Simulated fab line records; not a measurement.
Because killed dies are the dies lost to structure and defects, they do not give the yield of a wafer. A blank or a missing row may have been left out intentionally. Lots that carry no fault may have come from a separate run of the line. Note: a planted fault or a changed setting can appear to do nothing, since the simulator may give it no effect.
Which tool is to blame? | flow n5_finfet | 10 lots, 29 wafers sampled, at 4 steps of a route of 1938

== WHAT THE GAUGES SHOWED, per wafer ==
N5_BEOL_M4_RC_MEAS_101. Usual: DIBL_N 36.9 mV/V, standard deviation 1.7; DIBL_P 37.3 mV/V, standard deviation 2.3; IOFF_N 0.16 nA/um, standard deviation 0.033; IOFF_P 0.22 nA/um, standard deviation 0.04; ION_N 673 uA/um, standard deviation 12; ION_P 463 uA/um, standard deviation 8; SS_N 71.6 mV/dec, standard deviation 0.58; SS_P 73.4 mV/dec, standard deviation 0.74; VT_N 250 mV, standard deviation 3.2; VT_P -250 mV, standard deviation 3.4.
lot  | measured     | on        | DIBL_N (mV/V)  | DIBL_P (mV/V)  | IOFF_N (nA/um) | IOFF_P (nA/um) | ION_N (uA/um) | ION_P (uA/um) | SS_N (mV/dec)  | SS_P (mV/dec)  | VT_N (mV)   | VT_P (mV)      | flag
L986 | day 8 13:19  | prober-02 | 35.8 36.7 36.7 | 38.3 38.5 39.2 | 0.15 0.16 0.16 | 0.19 0.20 0.21 | 669 675 667   | 455 463 458   | 71.9 71.5 71.4 | 74.0 73.6 74.5 | 251 249 250 | -256 -255 -254 |
L989 | day 9 02:05  | prober-01 | 38.5 35.9 35.7 | 38.0 34.2 33.9 | 0.19 0.13 0.14 | 0.23 0.18 0.17 | 677 656 658   | 456 452 446   | 72.2 71.5 71.7 | 73.7 72.1 72.0 | 247 252 253 | -252 -255 -257 |
L995 | day 10 09:36 | prober-02 | 38.0 37.7 37.2 | 39.0 38.5 37.2 | 0.20 0.17 0.16 | 0.30 0.29 0.25 | 690 669 673   | 487 474 471   | 71.6 71.6 71.3 | 73.9 74.0 72.9 | 245 251 251 | -242 -245 -245 |
L998 | day 11 14:33 | prober-01 | 38.1 38.3 38.3 | 38.6 38.1 37.8 | 0.20 0.19 0.18 | 0.26 0.25 0.24 | 680 689 686   | 467 469 465   | 71.4 71.6 72.5 | 74.6 73.7 73.2 | 246 245 245 | -248 -248 -248 |
L999 | day 11 14:55 | prober-02 | 38.1 38.0 36.9 | 37.7 36.8 36.9 | 0.17 0.17 0.17 | 0.26 0.22 0.24 | 676 674 699   | 469 462 477   | 71.7 71.7 71.6 | 73.6 73.1 73.4 | 250 248 249 | -247 -252 -249 |
L997 | day 11 16:25 | prober-01 | 36.9 37.1 37.4 | 36.1 36.9 37.8 | 0.15 0.15 0.17 | 0.25 0.26 0.28 | 664 666 686   | 464 464 474   | 70.8 71.7 71.7 | 72.6 73.8 72.7 | 251 252 249 | -243 -248 -243 |
L104 | day 13 03:25 | prober-01 | 38.5 38.1      | 37.8 37.8      | 0.17 0.17      | 0.23 0.23      | 697 670       | 476 462       | 71.4 71.7      | 73.7 72.7      | 248 251     | -249 -250      |
L107 | day 13 19:45 | prober-02 | 38.6 39.3 37.7 | 39.3 39.4 38.0 | 0.18 0.18 0.14 | 0.24 0.23 0.21 | 673 669 661   | 459 459 453   | 71.7 72.6 72.0 | 73.9 74.4 73.8 | 252 251 255 | -252 -253 -255 |
L106 | day 13 20:19 | prober-01 | 34.2 39.0 36.4 | 36.0 41.1 37.0 | 0.12 0.20 0.14 | 0.19 0.27 0.21 | 669 677 667   | 467 465 464   | 71.6 72.0 71.3 | 72.4 73.9 73.9 | 256 246 254 | -254 -248 -248 |
L108 | day 13 23:04 | prober-02 | 36.1 38.0 37.1 | 35.9 37.9 36.7 | 0.13 0.15 0.14 | 0.19 0.22 0.20 | 649 676 662   | 447 464 456   | 71.3 71.4 70.7 | 72.5 73.6 73.4 | 254 252 252 | -250 -249 -253 |

N5_BEOL_M8_OCD_MEAS_38. Usual: trench_depth_nm reads 93.5 nm (standard deviation 1.5).
lot  | measured     | on     | trench_depth_nm (nm) | flag
L986 | day 10 03:24 | ocd-01 | 92.3 93.6 92.8       |
L989 | day 10 05:37 | ocd-02 | 95.0 93.7 93.9       |
L995 | day 11 17:53 | ocd-02 | 93.3 91.9 94.1       |
L998 | day 13 07:08 | ocd-02 | 90.3 94.0 93.8       |
L999 | day 13 07:00 | ocd-01 | 94.8 91.4 94.5       |
L997 | day 13 07:03 | ocd-02 | 93.9 94.3 90.6       |
L104 | day 14 12:46 | ocd-01 | 94.6 93.7            |
L107 | day 15 10:57 | ocd-01 | 92.5 93.6 92.7       |
L106 | day 15 04:13 | ocd-01 | 94.1 95.2 96.1       |
L108 | day 15 05:43 | ocd-02 | 95.0 91.7 93.2       |

== EACH LOT AND THE TOOL THAT RAN IT (in order: tool; ch and the chambers of the sampled wafers; start) ==
lot  | N5_BEOL_M8_ILD_DEP_00           | N5_BEOL_M8_STRIP_80
L986 | pecvd-03 ch 0,1, day 9 20:59    | rie_diel-02 ch 1,3, day 10 03:19
L989 | pecvd-03 ch 0,1, day 10 02:14   | rie_diel-02 ch 2,3, day 10 05:32
L995 | pecvd-04 ch 0,1, day 11 14:43   | rie_diel-02 ch 0,2,3, day 11 17:49
L998 | pecvd-03 ch 0,1, day 13 02:13   | rie_diel-02 ch 2,3, day 13 07:04
L999 | pecvd-03 ch 0,1,2, day 13 01:23 | rie_diel-01 ch 0,1,2, day 13 06:55
L997 | pecvd-04 ch 1,2, day 13 02:31   | rie_diel-06 ch 1,2,3, day 13 06:58
L104 | pecvd-01 ch 0,2, day 14 08:37   | rie_diel-06 ch 1,2, day 14 12:43
L107 | pecvd-03 ch 1,2, day 15 04:56   | rie_diel-02 ch 2,3, day 15 10:52
L106 | pecvd-03 ch 0,2, day 14 23:01   | rie_diel-01 ch 2,3, day 15 04:08
L108 | pecvd-04 ch 0,1,2, day 15 02:49 | rie_diel-02 ch 0,1,2, day 15 05:38
- N5_BEOL_M8_ILD_DEP_00: deposits SiCOH lowk from DEMS/porogen, target thk 179.75 nm, time 33.4 s.
- N5_BEOL_M8_STRIP_80: strips in N2/H2, time 10 s.

== WHAT THE TOOLS THEMSELVES READ (means of the sampled wafers that have a number; where no wafer has one, the mark that the record gives instead) ==
N5_BEOL_M8_ILD_DEP_00. Usual: heater_power_outer_w 176 W, standard deviation 47; heater_power_w 357 W, standard deviation 75; rf_fwd_power_W 495.2 W, standard deviation 2.1; showerhead_plenum_p_Torr 5.733 Torr, standard deviation 0.011; showerhead_vpp_V 1387 V, standard deviation 64; throttle_valve_pct 13.7 %, standard deviation 0.55.
lot  | tool     | heater_power_outer_w (W) | heater_power_w (W) | rf_fwd_power_W (W) | showerhead_plenum_p_Torr (Torr) | showerhead_vpp_V (V) | throttle_valve_pct (%) | flag
L986 | pecvd-03 | 196                      | 355                | 493.9              | 5.725                           | 1455                 | 14.3                   |
L989 | pecvd-03 | 195                      | 365                | 494.7              | 5.735                           | 1442                 | 13.9                   |
L995 | pecvd-04 | 128                      | 282                | 495.1              | 5.736                           | 1363                 | 13.8                   |
L998 | pecvd-03 | 189                      | 351                | 495.2              | 5.733                           | 1455                 | 14.2                   |
L999 | pecvd-03 | 210                      | 391                | 493.8              | 5.735                           | 1389                 | 13.8                   |
L997 | pecvd-04 | 115                      | 261                | 493.7              | 5.728                           | 1292                 | 13.5                   |
L104 | pecvd-01 | 196                      | 405                | 498.1              | 5.745                           | 1416                 | 13.8                   |
L107 | pecvd-03 | 235                      | 427                | 494.0              | 5.737                           | 1410                 | 13.6                   |
L106 | pecvd-03 | 154                      | 307                | 496.3              | 5.729                           | 1416                 | 14.1                   |
L108 | pecvd-04 | 115                      | 263                | 493.3              | 5.734                           | 1321                 | 13.6                   |

N5_BEOL_M8_STRIP_80. Usual: value, then standard deviation, for each; bias_power_w 6.997 W / 0.019; chamber_pressure_mTorr 20.000 mTorr / 0.019; drypump_motor_current_A 5.9 A / 0.33; oes_product_au 0.83 a.u. / 0.067; rf_vpp_V 59.2 V / 0.85; showerhead_plenum_p_Torr 2.57 Torr / 0.06; throttle_valve_pct 23.55 % / 0.27.
lot  | tool        | bias_power_w (W) | chamber_pressure_mTorr (mTorr) | drypump_motor_current_A (A) | oes_product_au (a.u.) | rf_vpp_V (V) | showerhead_plenum_p_Torr (Torr) | throttle_valve_pct (%) | flag
L986 | rie_diel-02 | 6.994            | 20.008                         | 5.5                         | 0.76                  | 58.8         | 2.59                            | 23.49                  |
L989 | rie_diel-02 | 6.999            | 20.001                         | 5.7                         | 0.87                  | 59.7         | 2.59                            | 23.36                  |
L995 | rie_diel-02 | 6.982            | 20.000                         | 5.9                         | 0.83                  | 59.3         | 2.57                            | 23.37                  |
L998 | rie_diel-02 | -                | -                              | -                           | -                     | -            | -                               | -                      | OFF
L999 | rie_diel-01 | -                | -                              | -                           | -                     | -            | -                               | -                      | OFF
L997 | rie_diel-06 | -                | -                              | -                           | -                     | -            | -                               | -                      | OFF
L104 | rie_diel-06 | 6.998            | 20.019                         | 6.2                         | 0.82                  | 58.0         | 2.51                            | 23.84                  |
L107 | rie_diel-02 | 6.991            | 20.008                         | 5.7                         | 0.81                  | 59.1         | 2.57                            | 23.42                  |
L106 | rie_diel-01 | 7.033            | 19.994                         | 5.7                         | 0.89                  | 59.5         | 2.60                            | 23.48                  |
L108 | rie_diel-02 | 6.989            | 19.989                         | 5.9                         | 0.86                  | 58.9         | 2.56                            | 23.37                  |

== THE ANSWER, worked out from the rows above alone ==
Rule: a lot counts as off when the mean over its wafers that have a number is more than 3 standard deviations away from the usual mean. A lot without any number at a reading at which 4 lots or more have one is off too. The other lots that the step has rows for count as sound. First the gauges in route order, then the tools' own readings, where a lot's mean is used as printed above. At the first step where some lot is off, the reading lying furthest off is the one used; lots without a number count as furthest.
Off at N5_BEOL_M8_STRIP_80 (bias_power_w): L998, L999, L997. Without a number there: L998, L999, L997.
If a tool, at that step or one of the process steps before it, ran each lot that is off and ran no sound lot following the first of them, it fits. Of those tried, none fits.

== WHAT THE SIMULATOR PUT IN ==
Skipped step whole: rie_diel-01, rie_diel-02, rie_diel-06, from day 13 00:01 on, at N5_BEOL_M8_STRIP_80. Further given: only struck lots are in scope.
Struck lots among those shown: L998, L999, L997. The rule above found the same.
